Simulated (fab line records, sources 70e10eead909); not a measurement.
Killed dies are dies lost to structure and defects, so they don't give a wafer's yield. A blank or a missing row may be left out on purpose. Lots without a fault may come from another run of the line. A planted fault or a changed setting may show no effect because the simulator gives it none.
A struck lot beside a sound one | flow nand_harc | 39 steps out of a route of 1159
Sound: wafers L717.3, L717.4, L717.6. Struck: wafer L721.1. (L721.4, L721.6 of the same lot were not struck and are left out.) The cause comes at the end.
At each step with rows: each side's tool, then ch and its chambers, then its first start. Under that, the readings that differ: sound wafers | struck wafers | difference of the means | sigmas: that difference in standard deviations of wafers without a fault.
alike: readings whose means differ by less than 2 such deviations, and words and numbers that are the same on both sides. not compared: withheld readings, readings that some wafer has no value for, bounds like >300 that may hide the same value, and numbers for which the record gives no deviation and whose values overlap.
The two part at a step that has a row with sigmas, a row that says differs or no value, or rows on one side only. Numbers that don't overlap but have no deviation are shown without sigmas and don't part them. A reading that every wafer of one side lacks parts them only if that side has two wafers or more.

first, 2 steps without rows for these wafers: NHARC_A_WL_FILL_PRECLEAN_30 (cleans in dHF, time 10 s); NHARC_A_WL_FILL_SRD_14.
NHARC_A_WL_FILL_ALD_19: deposits TiN, target thk 2 nm, pulse time 3 s, ald cycles 100.
  sound on ald_metal-04 ch 0,1,2, day 15 16:31; struck on ald_metal-03 ch 2, day 16 18:44
  alike: heater_power_w, precursor_pulse_height_rel
  not compared: since_wet_clean_h
then, 3 steps without rows for these wafers: NHARC_A_WL_FILL_CVD_20 (deposits W, target thk 75 nm, time 5064 s); NHARC_A_WL_FILL_CMP_12 (polishes, t overpolish 30 s, target thk 75 nm); NHARC_A_WL_FILL_SRD_31.
NHARC_A_WL_FILL_INSPECT_15:
  sound on defect_inspect-02, day 15 22:16; struck on defect_inspect-01, day 17 00:37
  alike: raw_defect_count
NHARC_A_CONTACT_DEP_24: deposits SiO2, target thk 500 nm.
  sound on pecvd-04 ch 0,1, day 15 22:23; struck on pecvd-01 ch 0, day 17 01:15
  alike: heater_power_w, throttle_valve_pct
  not compared: since_wet_clean_h
NHARC_A_CONTACT_DEP_28: deposits aC, target thk 3600 nm.
  sound on acl_dep-01 ch 0, day 16 00:17; struck on acl_dep-01 ch 0, day 17 01:51
  alike: throttle_valve_pct
then, 11 steps without rows for these wafers: NHARC_A_CONTACT_DEP_29 (deposits SiON, target thk 70 nm); NHARC_A_CONTACT_DEHYDRATE_32 (time 120 s); NHARC_A_CONTACT_HMDS_33 (time 30 s); NHARC_A_CONTACT_COAT_34 (time 75 s); NHARC_A_CONTACT_COAT_35 (time 65 s); NHARC_A_CONTACT_COAT_36 (resist thk 90 nm); NHARC_A_CONTACT_SOFTBAKE_37 (time 55 s); NHARC_A_CONTACT_EBR_38; NHARC_A_CONTACT_EXPOSE_39 (exposes mask A CC 3); NHARC_A_CONTACT_PEB_40 (peb time 65 s); NHARC_A_CONTACT_DEVELOP_41 (develop time 35 s).
NHARC_A_CONTACT_CD_MEAS_42: target cd 200 nm.
  sound on cd_sem-01 ch 0, day 16 02:22; struck on cd_sem-01 ch 0, day 17 04:46
  alike: cd_nm
NHARC_A_CONTACT_OVL_MEAS_43:
  sound on overlay-01, day 16 02:26; struck on overlay-02, day 17 04:52
  alike: overlay_x_nm, overlay_y_nm
NHARC_A_CONTACT_INSPECT_44:
  sound on defect_inspect-01, day 16 02:29; struck on defect_inspect-01, day 17 04:54
  alike: raw_defect_count
then, 5 steps without rows for these wafers: NHARC_A_CONTACT_DESCUM_47 (chemistry O2, time 3 s); NHARC_A_CONTACT_ETCH_48 (etches the open film in CF4, target depth 39 nm, time 65 s); NHARC_A_CONTACT_ETCH_49 (etches the open film in N2/H2, target depth 260 nm, time 475.3 s); NHARC_A_CONTACT_ETCH_50 (etches the open film in CF4/CHF3, target depth 84.7 nm, time 42.4 s); NHARC_A_CONTACT_ETCH_51 (etches the open film in O2/COS, target depth 3600 nm, time 936 s).
NHARC_A_CONTACT_ETCH_111: etches the open film in C4F8/O2/Ar, time 140 s, target depth 700 nm.
  sound on har_cap_etch-02 ch 0,1, day 16 03:53; struck on har_cap_etch-01 ch 0, day 17 06:13
  reading                | sound | struck | difference                   | sigmas
  rf_hours_counter_h (h) | - - - | 61     | no value on the sound wafers |
then, 3 steps without rows for these wafers: NHARC_A_CONTACT_ETCH_112 (etches the open film in C4F8/O2/Ar, time 94 s, target depth 922 nm); NHARC_A_CONTACT_ETCH_113 (etches the open film in C4F8/O2/Ar, time 94 s, target depth 922 nm); NHARC_A_CONTACT_ETCH_114 (etches the open film in C4F8/O2/Ar, time 94 s, target depth 922 nm).
NHARC_A_CONTACT_ETCH_115: etches the open film in C4F8/O2/Ar, time 94 s, target depth 922 nm.
  sound on har_cap_etch-02 ch 0,1, day 16 04:28; struck on har_cap_etch-01 ch 0, day 17 06:41
  reading                | sound | struck | difference                   | sigmas
  rf_hours_counter_h (h) | - - - | 62     | no value on the sound wafers |
then, 2 steps without rows for these wafers: NHARC_A_CONTACT_ETCH_116 (etches the open film in C4F8/O2/Ar, time 94 s, target depth 922 nm); NHARC_A_CONTACT_ETCH_117 (etches the open film in C4F8/O2/Ar, time 94 s, target depth 922 nm).
NHARC_A_CONTACT_ETCH_118: etches the open film in C4F8/O2/Ar, time 94 s, target depth 922 nm.
  sound on har_cap_etch-02 ch 0,1, day 16 04:49; struck on har_cap_etch-01 ch 0, day 17 06:58
  reading                | sound | struck | difference                   | sigmas
  rf_hours_counter_h (h) | - - - | 62     | no value on the sound wafers |
then, 2 steps without rows for these wafers: NHARC_A_CONTACT_ETCH_119 (etches the open film in C4F8/O2/Ar, time 94 s, target depth 922 nm); NHARC_A_CONTACT_ETCH_120 (etches the open film in C4F8/O2/Ar, time 94 s, target depth 922 nm).
-- the record jumps here: 3 days lie between the struck wafers' starts before and after (it left off in module A_CONTACT and takes up again in module END, whose first step shown is number 1159 of the route) --
NHARC_END_SORT_01:
  sound on prober-02 ch 0, day 19 14:11; struck on prober-02 ch 0, day 20 04:16
  reading         | sound    | struck | difference | sigmas
  killed_at_array | 19 13 24 | 670    | +651       | +65
  killed_at_other | 0 0 0    | 2      | +2         | +2
  killed_dies     | 22 16 27 | 677    | +655       | +66
  killed_short    | 1 5 5    | 0      | -4         | -2
  alike: killed_at_periphery, killed_open

WHERE THEY PART
First at NHARC_A_CONTACT_ETCH_111; last, within this record, at NHARC_END_SORT_01.

WHY: what the simulator had put in
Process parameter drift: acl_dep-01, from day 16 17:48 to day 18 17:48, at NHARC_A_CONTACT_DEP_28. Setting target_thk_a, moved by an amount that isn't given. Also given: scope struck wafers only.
